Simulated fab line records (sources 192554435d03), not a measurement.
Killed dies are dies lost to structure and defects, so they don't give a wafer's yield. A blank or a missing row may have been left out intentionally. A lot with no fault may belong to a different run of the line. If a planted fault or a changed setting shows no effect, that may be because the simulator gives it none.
Problem report, 8D (eight disciplines) form, completed by code :: flow n5Finfet :: the parts of the form that need people (team, actions taken, sign-off) are left out

## 1. WHAT IS WRONG
Wafers without a fault read 1499.9 rpm, standard deviation 1; spinSpeedRpm at N5_BEOL_M11_COAT_64 reads a mean of 1465.8 rpm on 6 wafers belonging to 2 lots. That puts it -34 standard deviations away from the usual mean.
The step: time 60 s, resist thk 30 nm.
First observed at day 12 22:57: wafer L143.1, on lithoTrack-03. At this step, 36 wafers from 12 lots have a number in the record. Rule for "out" (also "out of limits"): further than 4 standard deviations from the usual mean. Any other wafer with a number is counted as sound.

## 2. WHAT THIS IS AND IS NOT
question: which readings at this step
is: spinSpeedRpm
is not: plateTempC

question: which lots
is: L143, L147
is not: L131, L132, L135, L138, L139, L140, L142, L148, L150, L152

question: which wafers of those lots
is: all that have a number
is not: -

question: read on which tools
is: lithoTrack-03
is not: lithoTrack-02, lithoTrack-05

question: when
is: from day 12 22:57
is not: up to then (21 sound wafers); but 9 sound wafers of L148, L150, L152 came after

## 3. WHAT RULES OUT EACH SUSPECT
Counting: a tool stays on the suspect list if, at a process step up to the reading, it processed all lots that are out and no sound lot following the first of them.
- lithoTrack-03 at N5_BEOL_M11_COAT_64 (time 60 s, resist thk 30 nm): kept. Every lot that is out went through it, starting with L143 (day 12 22:57), and after that it ran no sound lot; the last sound lot it ran before then is L140 (day 12 04:22). Out on those wafers are its own readings of spinSpeedRpm.
After counting, what remains is lithoTrack-03 at N5_BEOL_M11_COAT_64.

## 4. THE CAUSE (what the simulator had put in)
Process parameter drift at N5_BEOL_M11_COAT_64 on lithoTrack-03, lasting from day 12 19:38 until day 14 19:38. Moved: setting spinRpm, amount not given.
This tool alone remained once counting was done.

## 5. SEQUENCE OF EFFECTS, ordered by route
One row per reading whose mean, taken over the struck wafers that have a number, lies over 3 standard deviations from the usual. Only readings whose record carries a usual standard deviation are examined. hours: median over the lots of the time between each lot's start at the first step of this table that gives one and its start at this step. sigmas: the change, counted in usual standard deviations.
hours: 0
step: N5_BEOL_M11_COAT_64
reading: spinSpeedRpm
usual: 1499.9 rpm
on struck wafers: 1465.8
change: -34.1
sigmas: -34
Here are the process steps it includes:
- N5_BEOL_M11_COAT_64: time 60 s, resist thk 30 nm.
Later steps that measure or inspect, where all struck wafers having a row at the step show a number for every such reading and not one has moved that far: N5_BEOL_M11_CD_MEAS_28, N5_BEOL_M11_INSPECT_30.

## 6. HOW IT WOULD HAVE BEEN CAUGHT EARLIER
In this record the first reading out of limits was taken at day 12 22:57, 3 hours after the fault began at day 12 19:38.
